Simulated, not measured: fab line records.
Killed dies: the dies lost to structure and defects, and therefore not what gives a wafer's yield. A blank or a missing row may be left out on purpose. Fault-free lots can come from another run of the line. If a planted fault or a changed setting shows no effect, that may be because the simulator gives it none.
fab line records	flow n5-finfet
record lots=8	wafers=24	last-day=19
route steps=1938 shown BEOL_M0_SAQP@654 BEOL_M0_CUTY@710 BEOL_M4@1111 PASSIVATION@1936
lots with no fault: from the same line, run without faults
start-h: the number of hours between the record's first day and the start of the first shown wafer of the lot	wait-h: how many hours have passed since the lot's step before this one	" same as the row above	L1.1+2: a single row standing in for several wafers	- either no value or no given start	* or withheld: withheld	< > ~ a bound
route shown NAME@n: names a module that has steps shown in the file, with the first one's number in the route	usual: mean/standard deviation taken from wafers without a fault	same: alike in all rows	chamber/n: place in a boat	sites: the reading at each site	_std_site: the standard deviation of these	_edge_site: inner sites' mean taken away from outer sites' mean	radius-mm: how far each site lies from the wafer's centre	mask NAME#n: copy n	behind: tool/chamber where the wafer was last shaped	hold: why the lot went on hold/how many hours it stayed there/how the hold came to an end	device: transistor that didn't switch, given as n, p or np	end of line: the route-end tests of the same wafers	a step without rows: its recipe alone	killed: the dies lost at the first sort to structure and to defects; this is not the yield of the wafer	map: shows each die of a wafer: x if killed, . if not, _ if none is there
set.NAME: the setting as run; set.NAME@STEP: as run at that earlier step	model.NAME: the simulator's own value behind a step, which no gauge read
a sample of lots followed through the steps of the route, with each step as a table and each wafer as a row
services: when a tool's chamber went out of use (start-h, in hours from the record's first day, below 0 if earlier), for how many hours, and the reason
## steps
# step N5_BEOL_M0_SAQP_ETCH_84
# recipe chemistry=N2/H2	target=SOC	target-depth-a=1000	overetch-a=200	mask-material=SiARC	temp-c=40	time-s=150	ion-energy-ev=200	pressure-mtorr=30	source-w=840	bias-w=150	n2-flow-sccm=200	h2-flow-sccm=200
# usual bias-w=149.9/0.45	drypump-motor-current-A=5.9/0.36	n2-flow-sccm=200.0/0.62	oes-product-au=0.71/0.084	rf-vpp-V=525.0/2.3	showerhead-plenum-p-Torr=2.58/0.083	throttle-valve-pct=17.88/0.23
lot.wafer	tool	chamber	start-h	wait-h	bias-w	drypump-motor-current-A	n2-flow-sccm	oes-product-au	rf-hours-counter-h	rf-vpp-V	showerhead-plenum-p-Torr	throttle-valve-pct
L753.1	rie-diel-01	3	111.20	0.0	150.1	5.8	200.4	0.80	36	525.7	2.58	17.70
L753.3	"	1	"	"	149.9	5.8	199.7	0.63	229	526.4	2.63	18.29
L753.5	"	3	"	"	150.0	5.9	200.5	0.80	-	525.8	2.58	17.70
L756.2	rie-diel-01	0	124.40	0.0	149.2	6.3	200.8	0.79	34	524.2	2.61	18.05
L756.3	"	2	"	"	150.3	5.9	199.8	0.63	239	520.8	2.38	17.90
L756.4	"	3	"	"	149.9	5.8	200.1	0.79	39	525.2	2.58	17.70
L763.3	rie-diel-01	1	168.66	0.0	150.1	5.8	200.2	0.62	245	526.1	2.62	18.36
L763.4	"	1	"	"	150.7	5.8	199.7	0.62	-	526.5	2.62	18.33
L763.6	"	0	"	"	149.8	6.3	200.1	0.77	-	524.3	2.61	18.08
L771.2	rie-diel-01	2	220.85	0.0	149.1	5.8	199.7	0.85	13	528.7	2.69	17.49
L771.3	"	0	"	"	149.9	6.3	200.2	0.74	68	525.5	2.60	18.12
L771.6	"	1	"	"	150.6	5.8	200.0	0.87	-	525.4	2.62	17.83
L772.1	rie-diel-02	2	222.36	0.0	150.2	6.2	200.7	0.61	225	521.8	2.52	17.84
L772.3	"	1	"	"	149.4	5.7	200.1	0.81	17	524.1	2.59	17.56
L772.5	"	3	"	"	150.9	6.3	199.1	0.79	-	526.1	2.70	17.79
L773.3	rie-diel-01	0	232.13	0.0	150.4	6.3	199.5	0.75	72	525.1	2.59	18.13
L773.5	"	1	"	"	149.7	5.8	198.4	0.85	-	525.0	2.62	17.83
L773.6	"	2	"	"	150.5	5.9	200.0	0.84	-	528.3	2.69	17.50
L774.2	rie-diel-01	0	235.76	0.0	149.4	6.4	200.0	0.75	73	524.7	2.59	18.12
L774.4	"	1	"	"	150.0	5.8	200.1	0.85	5	525.8	2.62	17.84
L774.5	"	2	"	"	149.8	5.8	200.7	0.85	-	528.1	2.69	17.48
L775.3	rie-diel-01	3	238.97	0.0	149.3	5.8	200.0	0.75	75	525.0	2.56	17.76
L775.4	"	1	"	"	150.9	5.8	200.9	0.84	6	524.9	2.62	17.85
L775.5	"	0	"	"	150.3	6.3	200.3	0.74	-	524.1	2.59	18.11
# step N5_BEOL_M0_SAQP_HM_OPEN_112
# recipe chemistry=CHF3/O2	target=SiO2	stop-on=a-Si	target-depth-a=120	over-etch-frac=1.25	mask-material=SOC	time-s=13.5	pressure-mtorr=30	source-w=650	bias-w=170	Ar_flow_sccm=200	CHF3_flow_sccm=50	O2_flow_sccm=5	ion-energy-ev=200	ends=end-point
# usual bias-w=170.0/0.54	drypump-motor-current-A=5.9/0.36	oes_ar_750_au=0.80/0.096	oes-product-au=0.52/0.062	rf-vpp-V=526/11	showerhead-plenum-p-Torr=2.45/0.07	throttle-valve-pct=18.90/0.2
lot.wafer	tool	chamber	start-h	wait-h	bias-w	drypump-motor-current-A	oes_ar_750_au	oes-product-au	rf-hours-counter-h	rf-vpp-V	showerhead-plenum-p-Torr	throttle-valve-pct
L753.1	rie-diel-01	3	111.31	0.0	170.6	5.8	0.90	0.59	36	531	2.46	18.86
L753.3	"	1	"	"	169.7	5.8	0.71	0.46	229	502	2.49	19.26
L753.5	"	3	"	"	169.8	5.8	0.90	0.58	-	529	2.46	18.87
L756.2	rie-diel-01	0	124.51	0.0	171.3	6.3	0.88	0.58	34	540	2.46	19.03
L756.3	"	2	"	"	170.8	5.8	0.70	0.46	239	517	2.27	19.00
L756.4	"	3	"	"	170.5	5.9	0.88	0.59	39	534	2.46	18.88
L763.3	rie-diel-01	1	168.77	0.0	169.7	5.8	0.70	0.45	245	502	2.48	19.29
L763.4	"	1	"	"	169.3	5.8	0.70	0.45	-	502	2.48	19.28
L763.6	"	0	"	"	170.4	6.4	0.87	0.56	-	540	2.46	19.04
L771.2	rie-diel-01	2	220.95	0.0	170.1	5.9	0.95	0.61	13	527	2.54	18.61
L771.3	"	0	"	"	169.8	6.3	0.83	0.55	68	539	2.45	19.08
L771.6	"	1	"	"	169.8	5.8	0.99	0.64	-	501	2.48	18.83
L772.1	rie-diel-02	2	222.47	0.0	169.7	6.2	0.68	0.45	225	527	2.37	18.73
L772.3	"	1	"	"	170.4	5.7	0.91	0.59	17	530	2.47	18.65
L772.5	"	3	"	"	170.1	6.3	0.88	0.57	-	515	2.54	18.69
L773.3	rie-diel-01	0	232.23	0.0	169.8	6.3	0.82	0.55	72	539	2.45	19.10
L773.5	"	1	"	"	171.6	5.8	0.97	0.63	-	502	2.48	18.85
L773.6	"	2	"	"	169.4	5.8	0.95	0.62	-	526	2.54	18.61
L774.2	rie-diel-01	0	235.86	0.0	169.2	6.3	0.82	0.53	73	540	2.45	19.10
L774.4	"	1	"	"	169.7	5.8	0.95	0.62	5	501	2.48	18.85
L774.5	"	2	"	"	169.9	5.8	0.94	0.62	-	526	2.54	18.59
L775.3	rie-diel-01	3	239.08	0.0	170.3	5.9	0.85	0.55	75	531	2.44	18.94
L775.4	"	1	"	"	171.0	5.8	0.95	0.62	6	504	2.48	18.86
L775.5	"	0	"	"	169.3	6.4	0.81	0.54	-	538	2.44	19.10
# step N5_BEOL_M0_SAQP_SPACER1_ETCHBACK_99
# recipe chemistry=CHF3/O2	mode=anisotropic-etchback	target=SiO2	target-depth-a=154	time-s=7.7	pressure-mtorr=30	source-w=650	bias-w=170	Ar_flow_sccm=200	CHF3_flow_sccm=50	O2_flow_sccm=5	ion-energy-ev=200
# usual bias-w=169.9/0.54	drypump-motor-current-A=5.9/0.33	oes_ar_750_au=0.79/0.098	oes-product-au=0.79/0.1	rf-vpp-V=526/10	showerhead-plenum-p-Torr=2.44/0.072	throttle-valve-pct=18.98/0.2
lot.wafer	tool	chamber	start-h	wait-h	bias-w	drypump-motor-current-A	oes_ar_750_au	oes-product-au	rf-hours-counter-h	rf-vpp-V	showerhead-plenum-p-Torr	throttle-valve-pct
L753.1	rie-diel-01	3	113.11	0.3	169.4	5.8	0.90	0.89	36	531	2.46	18.94
L753.3	"	2	"	"	169.4	5.9	0.70	0.70	236	518	2.27	19.05
L753.5	"	2	"	"	169.8	5.9	0.70	0.70	-	518	2.27	19.05
L756.2	rie-diel-02	1	125.68	0.3	170.5	5.7	0.67	0.66	247	529	2.48	19.03
L756.3	"	2	"	"	170.3	6.1	0.69	0.69	199	527	2.38	18.74
L756.4	"	3	"	"	170.5	6.2	0.95	0.95	10	516	2.55	18.72
L763.3	rie-diel-05	3	169.99	0.3	170.3	5.7	0.70	0.70	231	533	2.47	19.14
L763.4	"	0	"	"	170.6	6.1	0.69	0.69	211	525	2.49	19.05
L763.6	"	3	"	"	169.8	5.8	0.69	0.70	-	533	2.47	19.14
L771.2	rie-diel-02	3	222.21	0.3	170.1	6.2	0.88	0.89	41	515	2.54	18.77
L771.3	"	0	"	"	169.8	5.5	0.73	0.73	177	527	2.48	19.29
L771.6	"	1	"	"	170.5	5.7	0.90	0.91	-	529	2.47	18.71
L772.1	rie-diel-02	1	224.12	0.3	169.2	5.7	0.91	0.89	18	530	2.47	18.71
L772.3	"	0	"	"	170.0	5.5	0.73	0.73	178	528	2.48	19.28
L772.5	"	2	"	"	169.8	6.2	0.67	0.67	-	526	2.37	18.79
L773.3	rie-diel-01	2	233.41	0.3	170.7	5.8	0.95	0.96	16	528	2.54	18.69
L773.5	"	1	"	"	170.9	5.8	0.96	0.94	-	502	2.48	18.90
L773.6	"	2	"	"	170.5	5.9	0.95	0.97	-	525	2.54	18.70
L774.2	rie-diel-01	2	237.07	0.3	170.1	5.9	0.94	0.97	17	527	2.54	18.69
L774.4	"	1	"	"	169.9	5.8	0.95	0.95	5	502	2.48	18.90
L774.5	"	2	"	"	169.1	5.8	0.94	0.97	-	527	2.54	18.68
L775.3	rie-diel-01	2	240.41	0.4	169.5	5.9	0.94	0.96	19	528	2.54	18.69
L775.4	"	3	"	"	170.2	5.8	0.84	0.84	75	530	2.44	18.99
L775.5	"	2	"	"	169.6	5.9	0.94	0.96	-	528	2.54	18.69
# step N5_BEOL_M0_SAQP_RECESS_104
# recipe chemistry=HF/NH3	target=SiO2	target-depth-a=180	afs-cycles=3	temp-c=30	sublimation-temp-c=180	sublimation-time-s=60
# usual drypump-motor-current-A=5.6/0.32
lot.wafer	tool	chamber	start-h	wait-h	drypump-motor-current-A
L753.1	vapor-etch-02	1	113.56	0.1	5.9
L753.3	"	1	"	"	5.8
L753.5	"	0	"	"	5.2
L756.2	vapor-etch-02	0	126.14	0.1	5.2
L756.3	"	0	"	"	5.2
L756.4	"	1	"	"	5.9
L763.3	vapor-etch-01	1	170.57	0.2	5.3
L763.4	"	0	"	"	5.9
L763.6	"	0	"	"	5.9
L771.2	vapor-etch-02	1	222.66	0.1	5.9
L771.3	"	0	"	"	5.2
L771.6	"	0	"	"	5.2
L772.1	vapor-etch-02	0	224.58	0.1	5.2
L772.3	"	1	"	"	5.9
L772.5	"	1	"	"	5.8
L773.3	vapor-etch-02	1	233.98	0.2	5.8
L773.5	"	0	"	"	5.2
L773.6	"	1	"	"	5.8
L774.2	vapor-etch-02	1	237.53	0.1	5.8
L774.4	"	0	"	"	5.2
L774.5	"	0	"	"	5.2
L775.3	vapor-etch-02	0	240.99	0.2	5.2
L775.4	"	1	"	"	5.9
L775.5	"	0	"	"	5.2
# step N5_BEOL_M0_SAQP_INSPECT_42
# recipe mode=adi	inspect-instrument=brightfield
# usual raw-defect-count=336/110
lot.wafer	tool	chamber	start-h	wait-h	raw-defect-count
L753.1	defect-inspect-01	-	115.59	0.1	249
L753.3	"	-	"	"	204
L753.5	"	-	"	"	343
L756.2	defect-inspect-01	-	128.32	0.0	166
L756.3	"	-	"	"	170
L756.4	"	-	"	"	159
L763.3	defect-inspect-01	-	172.35	0.0	229
L763.4	"	-	"	"	271
L763.6	"	-	"	"	1251
L771.2	defect-inspect-01	-	225.35	0.0	226
L771.3	"	-	"	"	320
L771.6	"	-	"	"	315
L772.1	defect-inspect-02	-	226.60	0.1	304
L772.3	"	-	"	"	485
L772.5	"	-	"	"	329
L773.3	defect-inspect-02	-	235.89	0.0	466
L773.5	"	-	"	"	470
L773.6	"	-	"	"	500
L774.2	defect-inspect-01	-	239.72	0.0	329
L774.4	"	-	"	"	459
L774.5	"	-	"	"	207
L775.3	defect-inspect-02	-	242.91	0.1	413
L775.4	"	-	"	"	270
L775.5	"	-	"	"	306
# step N5_BEOL_M0_CUTY_INSPECT_59
# recipe mode=adi	inspect-instrument=macro
# usual raw-defect-count=2.0/1.5
lot.wafer	tool	chamber	start-h	wait-h	raw-defect-count
L753.1	defect-inspect-01	-	117.10	0.0	2
L753.3	"	-	"	"	1
L753.5	"	-	"	"	3
L756.2	defect-inspect-01	-	129.73	0.0	1
L756.3	"	-	"	"	0
L756.4	"	-	"	"	2
L763.3	defect-inspect-02	-	173.61	0.0	0
L763.4	"	-	"	"	4
L763.6	"	-	"	"	>300
L771.2	defect-inspect-01	-	226.74	0.0	1
L771.3	"	-	"	"	3
L771.6	"	-	"	"	4
L772.1	defect-inspect-01	-	227.86	0.0	1
L772.3	"	-	"	"	1
L772.5	"	-	"	"	1
L773.3	defect-inspect-01	-	237.29	0.0	1
L773.5	"	-	"	"	2
L773.6	"	-	"	"	1
L774.2	defect-inspect-02	-	241.00	0.0	0
L774.4	"	-	"	"	3
L774.5	"	-	"	"	1
L775.3	defect-inspect-02	-	244.21	0.0	0
L775.4	"	-	"	"	2
L775.5	"	-	"	"	1
# step N5_BEOL_M4_RC_MEAS_101
# usual DIBL_N=36.0/2.2	DIBL_P=36.2/2.4	IOFF_N=0.16/0.035	IOFF_P=0.21/0.037	ION_N=672/13	ION_P=461/7	SS_N=71.4/0.69	SS_P=73.2/0.75	VT_N=250/3.4	VT_P=-251/3
lot.wafer	tool	chamber	start-h	wait-h	DIBL_N[mV/V]	DIBL_P[mV/V]	IOFF_N[nA/um]	IOFF_P[nA/um]	ION_N[uA/um]	ION_P[uA/um]	SS_N[mV/dec]	SS_P[mV/dec]	VT_N[mV]	VT_P[mV]
L753.1	prober-01	0	205.02	0.0	33.9	34.2	0.12	0.17	659	451	71.3	73.7	252	-257
L753.3	"	0	"	"	35.4	35.7	0.16	0.19	677	457	71.1	73.4	250	-253
L753.5	"	0	"	"	35.7	36.5	0.17	0.21	694	467	70.8	73.6	246	-252
L756.2	prober-01	0	207.96	0.3	37.4	36.8	0.14	0.21	676	465	71.4	73.0	254	-247
L756.3	"	0	"	"	36.3	36.0	0.13	0.20	670	468	71.3	72.5	252	-250
L756.4	"	0	"	"	33.0	32.4	0.09	0.15	649	456	70.2	72.0	257	-251
L763.3	prober-02	0	264.73	0.3	34.0	32.1	0.13	0.18	666	458	71.1	72.2	253	-250
L763.4	"	0	"	"	36.6	35.7	0.18	0.24	673	470	72.5	73.2	246	-246
L763.6	"	0	"	"	33.7	32.3	0.12	0.18	665	460	70.4	72.5	253	-248
L771.2	prober-01	0	304.76	0.2	40.9	41.1	0.26	0.30	700	476	72.6	75.2	243	-247
L771.3	"	0	"	"	38.3	37.2	0.18	0.23	689	466	71.8	73.6	249	-251
L771.6	"	0	"	"	38.9	38.2	0.20	0.24	691	462	71.8	74.7	249	-249
L773.3	prober-01	0	316.21	0.3	36.3	35.8	0.16	0.18	681	460	71.5	72.7	248	-254
L773.5	"	0	"	"	36.5	36.5	0.16	0.19	684	460	71.9	73.1	253	-252
L773.6	"	0	"	"	39.1	39.1	0.21	0.23	696	462	71.9	73.3	245	-251
L772.1	prober-02	0	322.04	0.0	35.0	35.2	0.14	0.18	658	455	70.9	72.9	252	-250
L772.3	"	0	"	"	33.6	33.7	0.11	0.16	645	447	70.1	71.8	254	-254
L772.5	"	0	"	"	33.6	34.3	0.12	0.16	649	451	70.0	71.6	255	-253
L774.2	prober-02	0	333.93	0.2	36.0	34.2	0.14	0.21	677	467	71.6	73.0	251	-244
L774.4	"	0	"	"	39.7	38.0	0.20	0.28	687	476	71.6	73.2	247	-243
L774.5	"	0	"	"	38.7	37.5	0.18	0.26	677	471	71.9	73.5	247	-245
L775.3	prober-02	0	338.34	0.3	37.0	38.6	0.19	0.23	689	460	71.7	74.1	247	-250
L775.4	"	0	"	"	37.4	39.4	0.20	0.23	696	470	72.3	73.4	247	-251
L775.5	"	0	"	"	35.2	37.4	0.17	0.21	681	468	71.6	73.8	250	-251
# step N5_PASSIVATION_PROBE_49
# usual defect-limited-yield=91.2/1.4	killed_at_M0_to_M3=34/9.4	killed_at_M4_up=14/5.6	killed-at-contacts=13/7.8	killed-at-front-end=37/10	killed-at-other=4/3.3	killed-dies=103/17	killed-on-rim=14/3.5	killed-open=68/13	killed-short=33/8.2	sort_bin_5_function=5.1/0.92	sort_bin_6_memory=3.3/0.71	sort_bin_8_speed=0.01/0.043	sort-n-pass=1077/17	sort-yield-pct=91.2/1.4
# same gross-dies=1180	killed-at-back-side=0	sort_bin_4_leakage[%]=0
lot.wafer	tool	chamber	start-h	wait-h	defect-limited-yield[%]	killed_at_M0_to_M3	killed_at_M4_up	killed-at-contacts	killed-at-front-end	killed-at-other	killed-dies	killed-on-rim	killed-open	killed-short	sort_bin_5_function[%]	sort_bin_6_memory[%]	sort_bin_8_speed[%]	sort-n-pass	sort-yield-pct[%]
L763.3	prober-02	-	372.64	0.1	91.0	54	10	16	25	1	106	19	68	33	5.3	3.1	0	1074	91.0
L763.4	prober-02	-	372.69	0.2	92.3	36	10	10	34	1	91	10	60	30	4.5	3.1	0	1089	92.3
L763.6	prober-02	-	372.79	0.3	81.4	175	12	12	18	2	219	28	56	17	11.4	3.6	0	961	81.4
# killed by level:class
L763.3 BEOL_M3:geometric-particle:open=18 BEOL_M0_SAQP:geometric-particle:short=17 MOL_CONTACT_COAG:geometric-particle:open=15 BEOL_M0_SAQP:geometric-particle:open=6 GATE_CUT:geometric-particle:short=5 GATE_CUT:geometric-particle:open=4 BEOL_M3:geometric-particle:short=4 BEOL_M6:geometric-particle:open=4
L763.4 MOL_CONTACT_COAG:geometric-particle:open=8 BEOL_M3:geometric-particle:open=8 BEOL_M0_SAQP:geometric-particle:short=7 BEOL_M0_SAQP:geometric-particle:open=6 STI_FIN_REVEAL:geometric-particle:open=5 STARTING-WAFER:geometric-particle:open=5 GATE_CUT:geometric-particle:open=4 BEOL_M2:geometric-particle:open=4
L763.6 BEOL_M0_SAQP:unspecified=144 MOL_CONTACT_COAG:geometric-particle:open=11 BEOL_M0_SAQP:geometric-particle:open=9 BEOL_M3:geometric-particle:open=6 FIN_SAQP:geometric-particle:open=5 BEOL_M2:geometric-particle:open=5 BEOL_M1:geometric-particle:open=4 BEOL_M6:geometric-particle:open=4
## services
tool	chamber	start-h	hours	kind
rie-diel-05	1	109.28	4.8	repair
vapor-etch-01	-	128.24	15.6	pm
rie-diel-02	1	138.98	-	clean
rie-diel-02	1	138.98	-	consumable-replace:focus-ring
rie-diel-02	1	138.98	11.9	scheduled-down
rie-diel-02	1	138.98	11.9	vent-cycle
rie-diel-05	1	140.73	9.1	repair
rie-diel-01	3	144.44	4.0	repair
rie-diel-01	2	168.39	-	clean
rie-diel-01	2	168.39	-	consumable-replace:focus-ring
rie-diel-01	2	168.39	-	consumable-replace:showerhead
rie-diel-01	2	168.39	21.4	scheduled-down
rie-diel-01	2	168.39	21.4	vent-cycle
rie-diel-02	2	177.07	8.7	repair
rie-diel-01	1	189.91	-	clean
rie-diel-01	1	189.91	-	consumable-replace:focus-ring
rie-diel-01	1	189.91	30.6	scheduled-down
rie-diel-01	1	189.91	30.6	vent-cycle
rie-diel-02	1	203.82	16.6	repair
rie-diel-01	3	205.00	4.9	repair
rie-diel-05	0	227.75	9.5	repair
rie-diel-05	3	237.47	-	clean
rie-diel-05	3	237.47	-	consumable-replace:focus-ring
rie-diel-05	3	237.47	25.4	scheduled-down
## key
first-sign step=N5_BEOL_M0_SAQP_INSPECT_42	reading=raw-defect-count	direction=up	sigmas=8.1	usual=336	struck=1251
effect step=N5_BEOL_M0_CUTY_INSPECT_59	reading=raw-defect-count	direction=up	sigmas=99+	usual=2.0	struck=>300
effect step=N5_PASSIVATION_PROBE_49	reading=killed_at_M0_to_M3	direction=up	sigmas=15	usual=34	struck=175
more-kills-born-at N5_BEOL_M0_SAQP_ETCH_84@rie-diel-01=144
met-at N5_BEOL_M0_SAQP_ETCH_84
struck-lots L763
struck-wafers L763.6
not-acting-at N5_BEOL_M0_SAQP_HM_OPEN_112,N5_BEOL_M0_SAQP_SPACER1_ETCHBACK_99,N5_BEOL_M0_SAQP_RECESS_104
onset-between 124.40 168.66
fault kind=chamber-particle-source	tool=rie-diel-01	chamber=0	onset-h=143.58	steps=N5_BEOL_M0_SAQP_ETCH_84	rate-per-visit-cm2=1.5164	end-h=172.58
